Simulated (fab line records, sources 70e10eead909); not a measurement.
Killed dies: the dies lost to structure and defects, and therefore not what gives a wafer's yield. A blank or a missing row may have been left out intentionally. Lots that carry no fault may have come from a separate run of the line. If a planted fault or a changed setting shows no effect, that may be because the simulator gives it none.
fab line records ; flow nand-harc
record: lots: 24; wafers: 72; last-day: 33
route steps=1302 shown P_M0@264 P_M1@302
lots with no fault: from the same line, run without faults
start-h: hours from the record's first day to the start of the lot's first wafer shown ; wait-h: how many hours have passed since the lot's step before this one ; " as in the row above ; L1.1+2: several wafers, shown together as one row ; - no value, or no start given ; * or withheld: withheld ; < > ~ a bound
route shown NAME@n: names a module that has steps shown in the file, with the first one's number in the route ; usual: mean/standard deviation taken from wafers without a fault ; same: alike in all rows ; chamber/n: place in a boat ; sites: each site's reading ; _std_site: the values' standard deviation ; _edge_site: inner sites' mean taken away from outer sites' mean ; radius-mm: for every site, how far away it sits from the centre of the wafer ; mask NAME#n: copy n ; behind: tool/chamber where the wafer was last shaped ; hold: why the lot went on hold/how many hours it stayed there/how the hold came to an end ; device: whichever transistor did not switch (one of n, p or np) ; end of line: tests of these same wafers at the route's end ; where a step has no rows: the recipe by itself ; killed: dies lost to structure and defects at the first sort, not the wafer's yield ; map: dies across one wafer; x = killed, . = not, _ = none there
set.NAME: the setting the step ran with; set.NAME@STEP: the setting that earlier step ran with ; model.NAME: the simulator's own value behind a step, which no gauge read
the route's steps for a sample of lots (tables are steps, rows are wafers)
services: the hour from which a tool's chamber was out of use, counted from the record's first day as start-h (under 0 if before that day), plus the number of hours and why
== steps ==
step: NHARC_P_M0_OVL_MEAS_10
recipe: pitch-nm: 180
usual: overlay-x-nm: -0.1/0.68; overlay-y-nm: -0.1/0.94
lot.wafer;tool;chamber;start-h;wait-h;overlay-x-nm;overlay-y-nm
L074.1;overlay-02;-;125.95;-;0.2;-1.3
L074.2;overlay-02;-;125.95;-;-0.3;-1.2
L074.5;overlay-02;-;125.95;-;-0.1;-0.7
L075.1;overlay-01;-;129.20;-;-1.5;1.6
L075.2;overlay-01;-;129.20;-;-0.8;1.5
L075.5;overlay-01;-;129.20;-;-1.3;1.6
L076.1;overlay-01;-;139.54;-;-0.3;0.1
L076.3;overlay-01;-;139.54;-;0.1;-0.2
L076.6;overlay-01;-;139.54;-;-0.8;0.1
L077.1;overlay-01;-;151.96;-;-0.4;-0.2
L077.2;overlay-01;-;151.96;-;0.1;-0.3
L077.5;overlay-01;-;151.96;-;-0.2;-0.7
L078.4;overlay-01;-;164.05;-;-0.9;-0.7
L078.5;overlay-01;-;164.05;-;-1.3;-0.4
L078.6;overlay-01;-;164.05;-;-0.9;0.0
L079.3;overlay-02;-;168.89;-;0.8;0.1
L079.4;overlay-02;-;168.89;-;0.6;0.1
L079.6;overlay-02;-;168.89;-;0.8;0.2
L080.2;overlay-01;-;186.11;-;-0.6;1.3
L080.4;overlay-01;-;186.11;-;-1.0;0.9
L080.5;overlay-01;-;186.11;-;-0.5;1.5
L081.2;overlay-02;-;196.41;-;0.7;0.3
L081.4;overlay-02;-;196.41;-;0.6;0.7
L081.5;overlay-02;-;196.41;-;0.4;0.1
L082.2;overlay-01;-;201.17;-;0.9;-0.8
L082.4;overlay-01;-;201.17;-;0.7;-0.7
L082.6;overlay-01;-;201.17;-;0.5;-0.6
L083.2;overlay-02;-;220.08;-;0.0;-1.0
L083.3;overlay-02;-;220.08;-;0.2;-1.2
L083.5;overlay-02;-;220.08;-;-0.3;-0.9
L084.1;overlay-02;-;224.33;-;-0.2;-0.3
L084.2;overlay-02;-;224.33;-;-0.4;-0.3
L084.3;overlay-02;-;224.33;-;-0.1;-0.5
L085.1;overlay-01;-;227.88;-;-1.2;0.6
L085.3;overlay-01;-;227.88;-;-0.8;0.9
L085.6;overlay-01;-;227.88;-;-0.9;0.8
L086.2;overlay-01;-;239.23;-;-0.4;0.7
L086.4;overlay-01;-;239.23;-;-1.1;1.0
L086.6;overlay-01;-;239.23;-;-1.0;0.4
L087.1;overlay-01;-;250.71;-;-0.7;-0.5
L087.2;overlay-01;-;250.71;-;-0.6;-1.0
L087.6;overlay-01;-;250.71;-;-0.8;-0.5
L089.2;overlay-01;-;269.29;-;-0.8;-0.6
L089.4;overlay-01;-;269.29;-;-1.0;-1.5
L089.5;overlay-01;-;269.29;-;-0.4;-0.7
L088.3;overlay-01;-;271.79;-;0.5;-1.5
L088.5;overlay-01;-;271.79;-;0.4;-2.1
L088.6;overlay-01;-;271.79;-;0.1;-2.1
L090.1;overlay-02;-;289.25;-;0.1;0.0
L090.2;overlay-02;-;289.25;-;0.3;-1.2
L090.3;overlay-02;-;289.25;-;0.1;-0.3
L091.2;overlay-01;-;291.50;-;0.4;1.8
L091.3;overlay-01;-;291.50;-;0.5;1.4
L091.6;overlay-01;-;291.50;-;0.2;1.3
L092.1;overlay-02;-;301.46;-;-0.2;-0.1
L092.3;overlay-02;-;301.46;-;-0.2;0.5
L092.5;overlay-02;-;301.46;-;-0.8;0.1
L093.3;overlay-01;-;310.95;-;0.5;-1.2
L093.5;overlay-01;-;310.95;-;0.5;-1.8
L093.6;overlay-01;-;310.95;-;0.8;-1.5
L094.1;overlay-01;-;326.54;-;0.0;-1.1
L094.4;overlay-01;-;326.54;-;-0.3;-1.6
L094.5;overlay-01;-;326.54;-;0.4;-1.4
L095.1;overlay-01;-;330.28;-;1.2;-0.2
L095.4;overlay-01;-;330.28;-;1.5;0.0
L095.5;overlay-01;-;330.28;-;1.0;-0.1
L096.4;overlay-02;-;343.70;-;-0.4;0.2
L096.5;overlay-02;-;343.70;-;-0.4;0.2
L096.6;overlay-02;-;343.70;-;-0.1;0.1
L097.1;overlay-01;-;353.17;-;-0.2;0.9
L097.3;overlay-01;-;353.17;-;0.0;1.1
L097.4;overlay-01;-;353.17;-;0.2;0.4
step: NHARC_P_M0_INSPECT_11
usual: raw-defect-count: 4.0/2.9
lot.wafer;tool;chamber;start-h;wait-h;raw-defect-count
L074.1;defect-inspect-01;-;125.99;0.0;4
L074.2;defect-inspect-01;-;125.99;0.0;1
L074.5;defect-inspect-01;-;125.99;0.0;6
L075.1;defect-inspect-02;-;129.23;0.0;0
L075.2;defect-inspect-02;-;129.23;0.0;3
L075.5;defect-inspect-02;-;129.23;0.0;2
L076.1;defect-inspect-02;-;139.58;0.0;6
L076.3;defect-inspect-02;-;139.58;0.0;3
L076.6;defect-inspect-02;-;139.58;0.0;4
L077.1;defect-inspect-01;-;152.00;0.0;3
L077.2;defect-inspect-01;-;152.00;0.0;6
L077.5;defect-inspect-01;-;152.00;0.0;2
L078.4;defect-inspect-01;-;164.09;0.0;4
L078.5;defect-inspect-01;-;164.09;0.0;0
L078.6;defect-inspect-01;-;164.09;0.0;2
L079.3;defect-inspect-02;-;168.92;0.0;5
L079.4;defect-inspect-02;-;168.92;0.0;2
L079.6;defect-inspect-02;-;168.92;0.0;3
L080.2;defect-inspect-01;-;186.15;0.0;3
L080.4;defect-inspect-01;-;186.15;0.0;3
L080.5;defect-inspect-01;-;186.15;0.0;2
L081.2;defect-inspect-01;-;196.45;0.0;8
L081.4;defect-inspect-01;-;196.45;0.0;1
L081.5;defect-inspect-01;-;196.45;0.0;5
L082.2;defect-inspect-02;-;201.21;0.0;3
L082.4;defect-inspect-02;-;201.21;0.0;3
L082.6;defect-inspect-02;-;201.21;0.0;4
L083.2;defect-inspect-01;-;220.12;0.0;2
L083.3;defect-inspect-01;-;220.12;0.0;6
L083.5;defect-inspect-01;-;220.12;0.0;7
L084.1;defect-inspect-01;-;224.37;0.0;2
L084.2;defect-inspect-01;-;224.37;0.0;8
L084.3;defect-inspect-01;-;224.37;0.0;3
L085.1;defect-inspect-01;-;227.91;0.0;2
L085.3;defect-inspect-01;-;227.91;0.0;8
L085.6;defect-inspect-01;-;227.91;0.0;14
L086.2;defect-inspect-02;-;239.27;0.0;1
L086.4;defect-inspect-02;-;239.27;0.0;5
L086.6;defect-inspect-02;-;239.27;0.0;9
L087.1;defect-inspect-02;-;250.74;0.0;1
L087.2;defect-inspect-02;-;250.74;0.0;2
L087.6;defect-inspect-02;-;250.74;0.0;3
L089.2;defect-inspect-02;-;269.33;0.0;12
L089.4;defect-inspect-02;-;269.33;0.0;9
L089.5;defect-inspect-02;-;269.33;0.0;12
L088.3;defect-inspect-02;-;271.83;0.0;5
L088.5;defect-inspect-02;-;271.83;0.0;10
L088.6;defect-inspect-02;-;271.83;0.0;4
L090.1;defect-inspect-01;-;289.28;0.0;5
L090.2;defect-inspect-01;-;289.28;0.0;8
L090.3;defect-inspect-01;-;289.28;0.0;8
L091.2;defect-inspect-02;-;291.54;0.0;3
L091.3;defect-inspect-02;-;291.54;0.0;1
L091.6;defect-inspect-02;-;291.54;0.0;3
L092.1;defect-inspect-02;-;301.50;0.0;2
L092.3;defect-inspect-02;-;301.50;0.0;2
L092.5;defect-inspect-02;-;301.50;0.0;4
L093.3;defect-inspect-01;-;310.99;0.0;1
L093.5;defect-inspect-01;-;310.99;0.0;0
L093.6;defect-inspect-01;-;310.99;0.0;5
L094.1;defect-inspect-02;-;326.58;0.0;4
L094.4;defect-inspect-02;-;326.58;0.0;3
L094.5;defect-inspect-02;-;326.58;0.0;1
L095.1;defect-inspect-02;-;330.32;0.0;3
L095.4;defect-inspect-02;-;330.32;0.0;4
L095.5;defect-inspect-02;-;330.32;0.0;2
L096.4;defect-inspect-02;-;343.74;0.0;7
L096.5;defect-inspect-02;-;343.74;0.0;6
L096.6;defect-inspect-02;-;343.74;0.0;5
L097.1;defect-inspect-01;-;353.20;0.0;1
L097.3;defect-inspect-01;-;353.20;0.0;2
L097.4;defect-inspect-01;-;353.20;0.0;3
step: NHARC_P_M0_CMP_23
recipe: t-overpolish-s: 20; target-thk-nm: 117.54
usual: motor-current-A: 12.0/1.2; time-to-endpoint-s: 29/3.5
lot.wafer;tool;chamber;start-h;wait-h;motor-current-A;time-to-endpoint-s
L074.1;cmp-03;0;128.09;-;11.7;25
L074.2;cmp-03;1;128.09;-;13.5;28
L074.5;cmp-03;0;128.09;-;11.9;27
L075.1;cmp-03;2;131.33;-;14.1;30
L075.2;cmp-03;0;131.33;-;12.2;26
L075.5;cmp-03;2;131.33;-;13.7;30
L076.3;cmp-02;0;141.65;-;12.6;30
L076.1;cmp-02;3;141.65;-;9.7;27
L076.6;cmp-02;0;141.65;-;13.0;27
L077.1;cmp-03;0;154.28;-;11.4;27
L077.2;cmp-03;2;154.28;-;14.2;34
L077.5;cmp-03;0;154.28;-;12.0;28
L078.4;cmp-04;2;166.17;-;11.8;28
L078.5;cmp-04;1;166.17;-;9.8;22
L078.6;cmp-04;2;166.17;-;10.9;28
L079.3;cmp-02;2;171.50;-;12.5;33
L079.4;cmp-02;0;171.50;-;12.9;29
L079.6;cmp-02;2;171.50;-;12.8;31
L080.2;cmp-03;1;188.58;-;12.9;32
L080.4;cmp-03;3;188.58;-;10.8;35
L080.5;cmp-03;0;188.58;-;12.0;27
L081.4;cmp-04;1;198.59;-;10.1;22
L081.2;cmp-04;3;198.59;-;11.8;27
L081.5;cmp-04;1;198.59;-;9.9;23
L082.2;cmp-02;3;203.31;-;10.4;30
L082.4;cmp-02;2;203.31;-;12.3;37
L082.6;cmp-02;0;203.31;-;13.0;31
L083.3;cmp-02;3;222.19;-;11.1;25
L083.2;cmp-02;1;222.19;-;11.8;28
L083.5;cmp-02;0;222.19;-;13.3;30
L084.3;cmp-03;1;226.53;-;14.3;33
L084.1;cmp-03;2;226.53;-;13.3;35
L084.2;cmp-03;0;226.53;-;12.4;31
L085.1;cmp-03;0;229.97;-;12.5;28
L085.3;cmp-03;3;229.97;-;11.6;36
L085.6;cmp-03;1;229.97;-;13.8;34
L086.4;cmp-02;3;241.31;-;10.3;27
L086.2;cmp-02;1;241.31;-;12.4;30
L086.6;cmp-02;3;241.31;-;10.6;27
L087.1;cmp-03;3;252.88;-;10.6;29
L087.2;cmp-03;0;252.88;-;11.2;27
L087.6;cmp-03;2;252.88;-;13.7;27
L089.2;cmp-04;3;271.40;-;11.1;27
L089.4;cmp-04;1;271.40;-;9.9;23
L089.5;cmp-04;0;271.40;-;11.6;32
L088.3;cmp-02;3;273.92;-;10.0;24
L088.6;cmp-02;2;273.92;-;11.7;30
L088.5;cmp-02;3;273.92;-;9.8;25
L090.3;cmp-04;0;291.37;-;11.6;32
L090.1;cmp-04;1;291.37;-;10.1;24
L090.2;cmp-04;2;291.37;-;12.0;30
L091.2;cmp-02;1;293.60;-;11.9;30
L091.3;cmp-02;3;293.60;-;10.6;25
L091.6;cmp-02;2;293.60;-;12.6;35
L092.1;cmp-03;2;303.70;-;14.1;32
L092.3;cmp-03;3;303.70;-;11.1;33
L092.5;cmp-03;1;303.70;-;14.6;33
L093.3;cmp-03;2;313.25;-;13.8;30
L093.5;cmp-03;3;313.25;-;11.0;34
L093.6;cmp-03;0;313.25;-;11.9;27
L094.4;cmp-02;0;328.66;-;12.8;31
L094.1;cmp-02;2;328.66;-;12.9;33
L094.5;cmp-02;0;328.66;-;13.5;31
L095.4;cmp-04;1;332.42;-;10.2;23
L095.1;cmp-04;2;332.42;-;11.6;33
L095.5;cmp-04;1;332.42;-;10.1;23
L096.4;cmp-04;1;345.85;-;9.5;22
L096.6;cmp-04;0;345.85;-;11.7;30
L096.5;cmp-04;1;345.85;-;10.3;20
L097.3;cmp-04;1;355.61;-;10.2;25
L097.1;cmp-04;2;355.61;-;11.0;30
L097.4;cmp-04;3;355.61;-;12.0;30
step: NHARC_P_M0_THK_MEAS_24
recipe: thk-meas-gauge: xrf
usual: thk-nm: 117.9/2.1
lot.wafer;tool;chamber;start-h;wait-h;thk-nm
L074.1;film-metro-01;-;128.37;-;117.0
L074.2;film-metro-01;-;128.37;-;116.8
L074.5;film-metro-01;-;128.37;-;117.3
L075.1;film-metro-02;-;131.61;-;119.6
L075.2;film-metro-02;-;131.61;-;117.7
L075.5;film-metro-02;-;131.61;-;119.9
L076.1;film-metro-01;-;141.96;-;116.3
L076.3;film-metro-01;-;141.96;-;119.9
L076.6;film-metro-01;-;141.96;-;119.5
L077.1;film-metro-02;-;154.56;-;119.3
L077.2;film-metro-02;-;154.56;-;120.5
L077.5;film-metro-02;-;154.56;-;119.7
L078.4;film-metro-01;-;166.47;-;117.8
L078.5;film-metro-01;-;166.47;-;113.5
L078.6;film-metro-01;-;166.47;-;117.9
L079.3;film-metro-01;-;171.79;-;118.9
L079.4;film-metro-01;-;171.79;-;118.2
L079.6;film-metro-01;-;171.79;-;118.6
L080.2;film-metro-02;-;188.87;-;118.4
L080.4;film-metro-02;-;188.87;-;116.2
L080.5;film-metro-02;-;188.87;-;118.1
L081.2;film-metro-01;-;198.87;-;115.7
L081.4;film-metro-01;-;198.87;-;116.6
L081.5;film-metro-01;-;198.87;-;116.5
L082.2;film-metro-01;-;203.63;-;117.7
L082.4;film-metro-01;-;203.63;-;122.0
L082.6;film-metro-01;-;203.63;-;119.6
L083.2;film-metro-01;-;222.51;-;118.4
L083.3;film-metro-01;-;222.51;-;115.0
L083.5;film-metro-01;-;222.51;-;117.0
L084.1;film-metro-01;-;226.85;-;119.4
L084.2;film-metro-01;-;226.85;-;117.9
L084.3;film-metro-01;-;226.85;-;119.3
L085.1;film-metro-02;-;230.29;-;117.4
L085.3;film-metro-02;-;230.29;-;119.4
L085.6;film-metro-02;-;230.29;-;118.7
L086.2;film-metro-01;-;241.63;-;119.4
L086.4;film-metro-01;-;241.63;-;116.8
L086.6;film-metro-01;-;241.63;-;118.2
L087.1;film-metro-02;-;253.14;-;120.6
L087.2;film-metro-02;-;253.14;-;117.3
L087.6;film-metro-02;-;253.14;-;117.6
L089.2;film-metro-02;-;271.72;-;114.6
L089.4;film-metro-02;-;271.72;-;114.7
L089.5;film-metro-02;-;271.72;-;120.0
L088.3;film-metro-01;-;274.21;-;115.0
L088.5;film-metro-01;-;274.21;-;116.5
L088.6;film-metro-01;-;274.21;-;118.2
L090.1;film-metro-01;-;291.66;-;114.4
L090.2;film-metro-01;-;291.66;-;117.5
L090.3;film-metro-01;-;291.66;-;118.4
L091.2;film-metro-01;-;293.92;-;117.3
L091.3;film-metro-01;-;293.92;-;115.2
L091.6;film-metro-01;-;293.92;-;121.5
L092.1;film-metro-01;-;303.98;-;120.5
L092.3;film-metro-01;-;303.98;-;120.8
L092.5;film-metro-01;-;303.98;-;120.5
L093.3;film-metro-02;-;313.48;-;120.6
L093.5;film-metro-02;-;313.48;-;120.7
L093.6;film-metro-02;-;313.48;-;120.5
L094.1;film-metro-01;-;328.95;-;117.7
L094.4;film-metro-01;-;328.95;-;116.7
L094.5;film-metro-01;-;328.95;-;117.4
L095.1;film-metro-01;-;332.70;-;116.6
L095.4;film-metro-01;-;332.70;-;115.1
L095.5;film-metro-01;-;332.70;-;112.3
L096.4;film-metro-01;-;346.14;-;112.9
L096.5;film-metro-01;-;346.14;-;114.3
L096.6;film-metro-01;-;346.14;-;120.4
L097.1;film-metro-01;-;355.90;-;117.6
L097.3;film-metro-01;-;355.90;-;113.6
L097.4;film-metro-01;-;355.90;-;116.0
step: NHARC_P_M0_PRE_CLEAN_31
recipe: time-s: 12; temp-c: 370; rf-power-w: 300; gas: NH3
usual: heater-power-w: 655/59
lot.wafer;tool;chamber;start-h;wait-h;heater-power-w
L074.1;pecvd-04;0;128.60;0.1;688
L074.2;pecvd-04;2;128.60;0.1;676
L074.5;pecvd-04;0;128.60;0.1;698
L075.1;pecvd-04;0;131.85;0.1;692
L075.2;pecvd-04;1;131.85;0.1;672
L075.5;pecvd-04;2;131.85;0.1;647
L076.3;pecvd-04;1;142.35;0.2;737
L076.1;pecvd-04;2;142.35;0.2;666
L076.6;pecvd-04;0;142.35;0.2;670
L077.2;pecvd-04;1;154.79;0.1;654
L077.1;pecvd-04;0;154.79;0.1;653
L077.5;pecvd-04;2;154.79;0.1;720
L078.5;pecvd-04;0;166.74;0.1;700
L078.6;pecvd-04;1;166.74;0.1;709
L078.4;pecvd-04;2;166.74;0.1;699
L079.3;pecvd-04;1;172.03;0.1;633
L079.4;pecvd-04;1;172.03;0.1;629
L079.6;pecvd-04;2;172.03;0.1;767
L080.2;pecvd-04;2;189.11;0.1;638
L080.5;pecvd-04;1;189.11;0.1;684
L080.4;pecvd-04;0;189.11;0.1;706
L081.2;pecvd-04;0;199.10;0.1;681
L081.5;pecvd-04;1;199.10;0.1;689
L081.4;pecvd-04;2;199.10;0.1;726
L082.2;pecvd-03;0;203.91;0.1;693
L082.6;pecvd-03;1;203.91;0.1;686
L082.4;pecvd-03;2;203.91;0.1;714
L083.2;pecvd-03;0;222.73;0.1;624
L083.3;pecvd-03;1;222.73;0.1;678
L083.5;pecvd-03;0;222.73;0.1;637
L084.2;pecvd-03;0;227.07;0.1;674
L084.3;pecvd-03;1;227.07;0.1;624
L084.1;pecvd-03;2;227.07;0.1;698
L085.3;pecvd-01;1;230.52;0.1;627
L085.1;pecvd-01;2;230.52;0.1;517
L085.6;pecvd-01;2;230.52;0.1;529
L086.2;pecvd-03;1;241.89;0.1;656
L086.6;pecvd-03;0;241.89;0.1;670
L086.4;pecvd-03;2;241.89;0.1;696
L087.1;pecvd-01;0;253.37;0.1;591
L087.2;pecvd-01;2;253.37;0.1;590
L087.6;pecvd-01;0;253.37;0.1;575
L089.2;pecvd-03;2;272.08;0.2;690
L089.4;pecvd-03;2;272.08;0.2;696
L089.5;pecvd-03;1;272.08;0.2;659
L088.3;pecvd-01;0;274.43;0.1;559
L088.5;pecvd-01;0;274.43;0.1;563
L088.6;pecvd-01;1;274.43;0.1;567
L090.2;pecvd-04;2;291.89;0.1;652
L090.1;pecvd-04;0;291.89;0.1;724
L090.3;pecvd-04;1;291.89;0.1;610
L091.3;pecvd-03;0;294.14;0.1;722
L091.2;pecvd-03;1;294.14;0.1;680
L091.6;pecvd-03;0;294.14;0.1;710
L092.1;pecvd-01;1;304.21;0.1;579
L092.3;pecvd-01;0;304.21;0.1;621
L092.5;pecvd-01;0;304.21;0.1;611
L093.3;pecvd-04;0;313.72;0.1;644
L093.5;pecvd-04;2;313.72;0.1;649
L093.6;pecvd-04;0;313.72;0.1;655
L094.1;pecvd-04;2;329.26;0.2;705
L094.5;pecvd-04;1;329.26;0.2;654
L094.4;pecvd-04;2;329.26;0.2;711
L095.1;pecvd-01;1;332.96;0.1;568
L095.5;pecvd-01;2;332.96;0.1;531
L095.4;pecvd-01;1;332.96;0.1;584
L096.5;pecvd-03;1;346.40;0.1;702
L096.4;pecvd-03;2;346.40;0.1;718
L096.6;pecvd-03;0;346.40;0.1;672
L097.3;pecvd-01;2;356.14;0.1;622
L097.1;pecvd-01;0;356.14;0.1;558
L097.4;pecvd-01;1;356.14;0.1;592
step: NHARC_P_M1_STRIP_18
recipe: power-w: 1000; n2-flow-sccm: 150; h2-flow-sccm: 150; ar-flow-sccm: 0; bias-w: 0; chemistry: N2/H2
usual: drypump-motor-current-A: 6.0/0.35; oes-product-au: 0.995/0.012; rf-vpp-V: 90.4/0.84; showerhead-plenum-p-Torr: 2.01/0.079; throttle-valve-pct: 14.171/0.0087
lot.wafer;tool;chamber;start-h;wait-h;drypump-motor-current-A;oes-product-au;rf-hours-counter-h;rf-vpp-V;showerhead-plenum-p-Torr;throttle-valve-pct
L074.1;rie-diel-03;0;130.51;0.1;5.8;0.981;1;89.7;1.94;14.176
L074.2;rie-diel-03;1;130.51;0.1;6.7;0.997;1;90.0;2.08;14.161
L074.5;rie-diel-03;0;130.51;0.1;5.7;0.979;-;90.1;1.94;14.169
L075.1;rie-diel-03;0;133.66;0.1;5.7;0.986;1;89.1;1.94;14.164
L075.2;rie-diel-03;1;133.66;0.1;6.7;0.989;1;91.2;2.08;14.174
L075.5;rie-diel-03;2;133.66;0.1;5.9;1.022;-;89.6;1.93;14.167
L076.1;rie-diel-03;0;145.10;0.1;5.8;0.989;3;90.0;1.93;14.167
L076.3;rie-diel-03;1;145.10;0.1;6.6;0.991;3;90.2;2.08;14.176
L076.6;rie-diel-03;2;145.10;0.1;5.9;1.026;-;90.0;1.93;14.183
L077.2;rie-diel-07;3;156.73;0.1;4.9;0.990;9;92.2;2.05;14.167
L077.1;rie-diel-07;0;156.73;0.1;5.6;0.997;9;90.3;2.16;14.177
L077.5;rie-diel-07;1;156.73;0.1;6.3;1.012;-;92.4;2.12;14.169
L078.4;rie-diel-09;1;168.64;0.1;5.7;0.994;1;89.8;2.16;14.166
L078.5;rie-diel-09;3;168.64;0.1;6.1;0.999;-;90.3;1.97;14.168
L078.6;rie-diel-09;0;168.64;0.1;5.9;0.999;-;90.0;1.91;14.156
L079.3;rie-diel-09;2;173.89;0.1;6.0;0.988;1;89.9;1.99;14.165
L079.4;rie-diel-09;0;173.89;0.1;6.0;0.993;1;91.5;1.91;14.178
L079.6;rie-diel-09;2;173.89;0.1;6.0;0.988;-;90.6;1.99;14.162
L080.2;rie-diel-03;1;191.26;0.1;6.6;1.002;6;90.0;2.08;14.155
L080.4;rie-diel-03;3;191.26;0.1;6.2;0.988;7;91.3;2.04;14.170
L080.5;rie-diel-03;0;191.26;0.1;5.7;0.988;-;90.5;1.93;14.172
L081.4;rie-diel-07;2;200.99;0.1;6.2;1.001;29;89.6;2.01;14.171
L081.2;rie-diel-07;0;200.99;0.1;5.5;0.993;24;91.5;2.15;14.162
L081.5;rie-diel-07;3;200.99;0.1;5.0;1.002;-;91.0;2.04;14.171
L082.2;rie-diel-07;0;205.65;0.1;5.5;0.996;25;91.2;2.15;14.177
L082.4;rie-diel-07;3;205.65;0.1;5.0;1.003;24;89.6;2.04;14.177
L082.6;rie-diel-07;1;205.65;0.1;6.3;1.003;-;91.5;2.12;14.158
L083.3;rie-diel-09;0;224.52;0.1;5.9;0.995;3;89.3;1.91;14.182
L083.2;rie-diel-09;1;224.52;0.1;5.7;0.993;3;91.3;2.16;14.159
L083.5;rie-diel-09;0;224.52;0.1;5.9;1.004;-;89.2;1.91;14.174
L084.3;rie-diel-03;1;228.81;0.1;6.6;0.990;9;90.3;2.08;14.168
L084.2;rie-diel-03;2;228.81;0.1;5.9;1.012;10;89.4;1.92;14.188
L084.1;rie-diel-03;3;228.81;0.1;6.2;0.988;10;91.1;2.04;14.154
L085.3;rie-diel-03;3;232.45;0.1;6.2;0.981;10;90.6;2.04;14.159
L085.1;rie-diel-03;1;232.45;0.1;6.6;0.989;9;92.5;2.08;14.168
L085.6;rie-diel-03;3;232.45;0.1;6.2;0.990;-;90.3;2.04;14.175
L086.2;rie-diel-03;0;243.77;0.1;5.7;0.977;11;89.0;1.93;14.178
L086.4;rie-diel-03;2;243.77;0.1;5.9;1.005;11;88.8;1.92;14.168
L086.6;rie-diel-03;1;243.77;0.1;6.6;0.980;-;91.0;2.08;14.171
L087.1;rie-diel-03;2;255.31;0.1;5.9;1.010;12;90.4;1.92;14.180
L087.2;rie-diel-03;3;255.31;0.1;6.2;1.005;12;90.7;2.04;14.185
L087.6;rie-diel-03;1;255.31;0.1;6.6;0.992;-;90.5;2.08;14.177
L089.2;rie-diel-03;2;273.96;0.1;5.9;1.011;14;89.4;1.92;14.173
L089.4;rie-diel-03;3;273.96;0.1;6.2;0.987;15;90.6;2.04;14.176
L089.5;rie-diel-03;2;273.96;0.1;5.9;1.022;-;90.6;1.92;14.170
L088.3;rie-diel-09;0;276.31;0.1;6.0;0.984;7;91.0;1.91;14.184
L088.5;rie-diel-09;0;276.31;0.1;6.0;0.990;-;89.8;1.91;14.156
L088.6;rie-diel-09;1;276.31;0.1;5.7;1.003;-;90.6;2.16;14.173
L090.2;rie-diel-03;1;293.80;0.1;6.6;1.010;0;90.6;2.08;14.167
L090.1;rie-diel-03;2;293.80;0.1;5.9;1.001;0;90.4;1.92;14.181
L090.3;rie-diel-03;3;293.80;0.1;6.2;0.982;0;90.3;2.04;14.179
L091.3;rie-diel-03;0;296.07;0.1;5.7;0.990;0;91.3;1.93;14.164
L091.2;rie-diel-03;1;296.07;0.1;6.7;1.002;0;91.4;2.08;14.172
L091.6;rie-diel-03;3;296.07;0.1;6.2;0.988;-;90.8;2.04;14.166
L092.3;rie-diel-09;0;306.07;0.1;6.0;0.996;9;90.6;1.91;14.176
L092.1;rie-diel-09;2;306.07;0.1;6.0;0.983;7;91.4;1.98;14.181
L092.5;rie-diel-09;1;306.07;0.1;5.7;1.000;-;91.3;2.15;14.173
L093.3;rie-diel-09;0;315.59;0.1;6.0;1.013;9;89.8;1.91;14.169
L093.5;rie-diel-09;0;315.59;0.1;6.0;1.008;-;90.8;1.91;14.170
L093.6;rie-diel-09;1;315.59;0.1;5.7;1.011;-;91.2;2.15;14.171
L094.4;rie-diel-09;0;331.03;0.1;6.0;1.015;0;89.6;1.91;14.178
L094.1;rie-diel-09;2;331.03;0.1;6.1;0.991;0;89.4;1.98;14.186
L094.5;rie-diel-09;0;331.03;0.1;6.0;1.011;-;88.8;1.91;14.164
L095.1;rie-diel-03;3;334.74;0.1;6.2;0.977;3;88.7;2.04;14.179
L095.4;rie-diel-03;0;334.74;0.1;5.8;1.004;3;90.2;1.93;14.166
L095.5;rie-diel-03;0;334.74;0.1;5.8;1.008;-;89.4;1.93;14.175
L096.4;rie-diel-03;1;348.16;0.1;6.7;1.007;5;91.0;2.07;14.166
L096.5;rie-diel-03;0;348.16;0.1;5.7;1.002;-;89.9;1.93;14.167
L096.6;rie-diel-03;1;348.16;0.1;6.7;1.006;-;91.1;2.07;14.164
L097.3;rie-diel-03;0;357.88;0.1;5.7;1.008;6;90.7;1.93;14.186
L097.4;rie-diel-03;1;357.88;0.1;6.6;0.995;6;90.3;2.07;14.160
L097.1;rie-diel-03;3;357.88;0.1;6.2;0.980;6;89.8;2.04;14.176
== services ==
tool;chamber;start-h;hours;kind
rie-diel-03;-;104.30;9.0;pm
cmp-04;-;111.03;4.0;pm
cmp-04;-;130.95;0.8;repair
cmp-02;-;136.27;4.0;pm
cmp-04;-;139.37;4.2;repair
rie-diel-09;-;143.10;9.0;pm
cmp-03;-;162.37;4.0;pm
pecvd-03;-;171.81;2.4;repair
cmp-04;-;176.93;4.7;repair
pecvd-03;-;182.29;1.9;repair
pecvd-03;-;185.00;13.0;pm
cmp-03;-;201.62;0.6;repair
cmp-04;-;209.08;4.0;pm
pecvd-04;2;216.04;6.3;repair
rie-diel-09;2;229.26;5.5;repair
cmp-02;-;234.27;4.0;pm
cmp-03;-;260.37;4.0;pm
rie-diel-03;1;261.03;3.5;repair
cmp-04;-;261.93;0.8;repair
pecvd-04;-;269.52;13.0;pm
rie-diel-03;-;281.30;9.0;pm
cmp-02;-;295.39;2.9;repair
rie-diel-09;2;295.44;3.9;repair
cmp-02;-;332.39;4.0;pm
== key ==
fault none
